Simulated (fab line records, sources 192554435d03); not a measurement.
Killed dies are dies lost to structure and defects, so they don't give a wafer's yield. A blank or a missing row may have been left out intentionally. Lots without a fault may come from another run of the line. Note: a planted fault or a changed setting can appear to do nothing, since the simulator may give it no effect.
Which tool is to blame? | flow n5Finfet | Sampling: 13 lots, 39 wafers, 4 of 1938 route steps

WHAT THE GAUGES SHOWED, per wafer
N5_HKMG_FIN_CD_MEAS_12: target cd 92.8 nm. Usual: cdNm reads 92.9 nm (standard deviation 0.65).
lot  | measured    | on       | cdNm (nm)      | flag
L895 | day 4 18:23 | cdSem-02 | 92.3 92.6 93.0 | 
L896 | day 4 22:28 | cdSem-02 | 94.3 92.5 92.9 | 
L898 | day 5 08:45 | cdSem-01 | 91.8 92.9 92.4 | 
L899 | day 5 15:18 | cdSem-03 | 92.6 92.3 93.4 | 
L901 | day 6 06:10 | cdSem-03 | 93.1 93.0 94.2 | 
L902 | day 6 11:02 | cdSem-01 | 93.3 92.6 92.9 | 
L903 | day 6 16:31 | cdSem-01 | 92.6 92.2 92.8 | 
L904 | day 6 22:53 | cdSem-02 | 93.3 93.4 93.5 | 
L905 | day 7 03:43 | cdSem-01 | 93.5 92.6 92.9 | 
L906 | day 7 08:55 | cdSem-03 | 93.1 93.3 94.0 | 
L912 | day 8 19:54 | cdSem-01 | 93.4 92.7 93.5 | 
L914 | day 9 08:44 | cdSem-02 | 84.8 86.9 70.7 | OFF
L916 | day 9 20:01 | cdSem-01 | 93.1 92.9 92.6 | 

WHAT TOOL EACH LOT RAN ON (gives the tool, then ch and the chambers of the sampled wafers, and finally the start)
lot  | N5_HKMG_FIN_STRIP_57             | N5_HKMG_FIN_ETCH_58              | N5_HKMG_FIN_EXPOSE_09
L895 | rieDiel-03 ch 0,1,2, day 4 15:22 | rieDiel-03 ch 0,1,2, day 4 15:23 | arfiScanner-02 ch 0, day 4 18:16
L896 | rieDiel-04 ch 2,3, day 4 19:28   | rieDiel-04 ch 2,3, day 4 19:29   | arfiScanner-03 ch 0, day 4 22:21
L898 | rieDiel-03 ch 0,1,3, day 5 05:45 | rieDiel-03 ch 0,1,3, day 5 05:46 | arfiScanner-02 ch 0, day 5 08:38
L899 | rieDiel-03 ch 0,1, day 5 12:17   | rieDiel-03 ch 0,1, day 5 12:18   | arfiScanner-03 ch 0, day 5 15:11
L901 | rieDiel-01 ch 1,2,3, day 6 03:10 | rieDiel-01 ch 1,2,3, day 6 03:11 | arfiScanner-01 ch 0, day 6 06:03
L902 | rieDiel-04 ch 0,1,2, day 6 07:51 | rieDiel-04 ch 0,1,2, day 6 07:52 | arfiScanner-03 ch 0, day 6 10:55
L903 | rieDiel-04 ch 0,1,3, day 6 13:31 | rieDiel-04 ch 0,1,3, day 6 13:32 | arfiScanner-02 ch 0, day 6 16:25
L904 | rieDiel-01 ch 1,2,3, day 6 20:01 | rieDiel-01 ch 1,2,3, day 6 20:02 | arfiScanner-02 ch 0, day 6 22:46
L905 | rieDiel-04 ch 0,1,3, day 7 00:43 | rieDiel-04 ch 0,1,3, day 7 00:44 | arfiScanner-03 ch 0, day 7 03:36
L906 | rieDiel-01 ch 1,2,3, day 7 05:56 | rieDiel-01 ch 1,2,3, day 7 05:57 | arfiScanner-02 ch 0, day 7 08:48
L912 | rieDiel-04 ch 0,1, day 8 17:02   | rieDiel-04 ch 0,1, day 8 17:03   | arfiScanner-01 ch 0, day 8 19:47
L914 | rieDiel-04 ch 0,1,3, day 9 05:44 | rieDiel-04 ch 0,1,3, day 9 05:45 | arfiScanner-03 ch 0, day 9 08:37
L916 | rieDiel-01 ch 0,1, day 9 16:47   | rieDiel-01 ch 0,1, day 9 16:49   | arfiScanner-01 ch 0, day 9 19:53
- N5_HKMG_FIN_STRIP_57: strips in CF4.
- N5_HKMG_FIN_ETCH_58: etches SOC in N2/H2, target depth 215.8 nm, time 741 s.
- N5_HKMG_FIN_EXPOSE_09: exposes mask NWFM.

WHAT THE TOOLS THEMSELVES READ (means of the sampled wafers that have a number; where no wafer has one, the mark that the record gives instead)
N5_HKMG_FIN_STRIP_57. Usual: chamberPressureMTorr 50.00 mTorr, standard deviation 0.047; drypumpMotorCurrentA 5.51 A, standard deviation 0.27; oesProductAu 0.75 a.u., standard deviation 0.076; rfVppV 270.8 V, standard deviation 1.3; showerheadPlenumPTorr 1.77 Torr, standard deviation 0.048; throttleValvePct 13.57 %, standard deviation 0.16.
lot  | tool       | chamberPressureMTorr (mTorr) | drypumpMotorCurrentA (A) | oesProductAu (a.u.) | rfVppV (V) | showerheadPlenumPTorr (Torr) | throttleValvePct (%) | flag
L895 | rieDiel-03 | 49.96                        | 5.54                     | 0.69                | 271.9      | 1.79                         | 13.72                | 
L896 | rieDiel-04 | 50.05                        | 5.27                     | 0.74                | 270.7      | 1.79                         | 13.56                | 
L898 | rieDiel-03 | 50.00                        | 5.69                     | 0.75                | 271.8      | 1.83                         | 13.55                | 
L899 | rieDiel-03 | 50.01                        | 5.84                     | 0.69                | 272.0      | 1.84                         | 13.71                | 
L901 | rieDiel-01 | 49.96                        | 5.56                     | 0.79                | 269.7      | 1.73                         | 13.53                | 
L902 | rieDiel-04 | 49.99                        | 5.60                     | 0.71                | 270.1      | 1.76                         | 13.60                | 
L903 | rieDiel-04 | 49.99                        | 5.55                     | 0.72                | 270.8      | 1.76                         | 13.57                | 
L904 | rieDiel-01 | 49.99                        | 5.54                     | 0.79                | 269.5      | 1.73                         | 13.55                | 
L905 | rieDiel-04 | 49.97                        | 5.55                     | 0.73                | 270.6      | 1.76                         | 13.58                | 
L906 | rieDiel-01 | 49.98                        | 5.56                     | 0.77                | 269.5      | 1.73                         | 13.55                | 
L912 | rieDiel-04 | 49.99                        | 5.77                     | 0.71                | 270.6      | 1.73                         | 13.63                | 
L914 | rieDiel-04 | 50.02                        | 5.55                     | 0.72                | 269.8      | 1.75                         | 13.61                | 
L916 | rieDiel-01 | 50.01                        | 5.55                     | 0.69                | 270.5      | 1.75                         | 13.64                | 

N5_HKMG_FIN_ETCH_58. Usual: chamberPressureMTorr 30.004 mTorr, standard deviation 0.027; drypumpMotorCurrentA 5.51 A, standard deviation 0.27; oesProductAu 0.75 a.u., standard deviation 0.085; rfVppV 98.9 V, standard deviation 0.92; showerheadPlenumPTorr 2.52 Torr, standard deviation 0.077; throttleValvePct 17.75 %, standard deviation 0.2.
lot  | tool       | chamberPressureMTorr (mTorr) | drypumpMotorCurrentA (A) | oesProductAu (a.u.) | rfVppV (V) | showerheadPlenumPTorr (Torr) | throttleValvePct (%) | flag
L895 | rieDiel-03 | 29.996                       | 5.54                     | 0.70                | 99.0       | 2.55                         | 17.94                | 
L896 | rieDiel-04 | 30.010                       | 5.28                     | 0.75                | 99.5       | 2.54                         | 17.76                | 
L898 | rieDiel-03 | 29.993                       | 5.71                     | 0.76                | 99.9       | 2.61                         | 17.79                | 
L899 | rieDiel-03 | 29.989                       | 5.84                     | 0.69                | 98.7       | 2.62                         | 17.90                | 
L901 | rieDiel-01 | 30.020                       | 5.56                     | 0.79                | 98.1       | 2.44                         | 17.64                | 
L902 | rieDiel-04 | 30.002                       | 5.63                     | 0.72                | 99.2       | 2.49                         | 17.72                | 
L903 | rieDiel-04 | 29.996                       | 5.57                     | 0.73                | 98.4       | 2.51                         | 17.82                | 
L904 | rieDiel-01 | 29.996                       | 5.56                     | 0.77                | 98.9       | 2.44                         | 17.63                | 
L905 | rieDiel-04 | 30.005                       | 5.56                     | 0.73                | 99.5       | 2.50                         | 17.82                | 
L906 | rieDiel-01 | 30.000                       | 5.55                     | 0.79                | 98.8       | 2.44                         | 17.65                | 
L912 | rieDiel-04 | 30.035                       | 5.80                     | 0.72                | 98.8       | 2.45                         | 17.78                | 
L914 | rieDiel-04 | 30.000                       | 5.55                     | 0.71                | 98.7       | 2.50                         | 17.86                | 
L916 | rieDiel-01 | 29.974                       | 5.54                     | 0.68                | 98.1       | 2.47                         | 17.78                | 

N5_HKMG_FIN_EXPOSE_09. Usual: exposureDoseMJCm2 39.24, standard deviation 0.039; stageVelMmS 499.98 mm/s, standard deviation 0.25.
lot  | tool           | exposureDoseMJCm2 | stageVelMmS (mm/s) | flag
L895 | arfiScanner-02 | 39.26             | 500.06             | 
L896 | arfiScanner-03 | 39.27             | 500.12             | 
L898 | arfiScanner-02 | 39.24             | 500.05             | 
L899 | arfiScanner-03 | 39.27             | 500.15             | 
L901 | arfiScanner-01 | 39.21             | 499.98             | 
L902 | arfiScanner-03 | 39.25             | 500.15             | 
L903 | arfiScanner-02 | 39.20             | 499.83             | 
L904 | arfiScanner-02 | 39.21             | 499.96             | 
L905 | arfiScanner-03 | 39.23             | 500.19             | 
L906 | arfiScanner-02 | 39.24             | 500.24             | 
L912 | arfiScanner-01 | 39.20             | 500.06             | 
L914 | arfiScanner-03 | 40.25             | 499.71             | OFF
L916 | arfiScanner-01 | 39.21             | 500.23             | 

THE ANSWER, worked out from the rows above alone
Rule: lot off if the mean of its wafers having a number is beyond 3 standard deviations from the usual mean. Also off: a lot with no number at a reading for which 4 or more lots have one. The other lots that the step has rows for count as sound. The gauges are gone through in route order, then the tools' own readings, and for those a lot's mean is taken as printed above. The first step at which some lot is off is used, and at that step the reading that is off furthest; a lot without a number counts as furthest.
Off: L914, at N5_HKMG_FIN_CD_MEAS_12 (cdNm).
If a tool, at a process step before that reading, ran all the lots that are off and no sound lot after the first of them, it fits. The gauges at N5_HKMG_FIN_CD_MEAS_12 aren't tried: what is off there is off at N5_HKMG_FIN_EXPOSE_09 too, on other tools, and a gauge's error can't cause that. Undecided on this evidence; 2 tools fit (rieDiel-04 at N5_HKMG_FIN_STRIP_57 and N5_HKMG_FIN_ETCH_58, arfiScanner-03 at N5_HKMG_FIN_EXPOSE_09).

WHAT THE SIMULATOR HAD PUT IN
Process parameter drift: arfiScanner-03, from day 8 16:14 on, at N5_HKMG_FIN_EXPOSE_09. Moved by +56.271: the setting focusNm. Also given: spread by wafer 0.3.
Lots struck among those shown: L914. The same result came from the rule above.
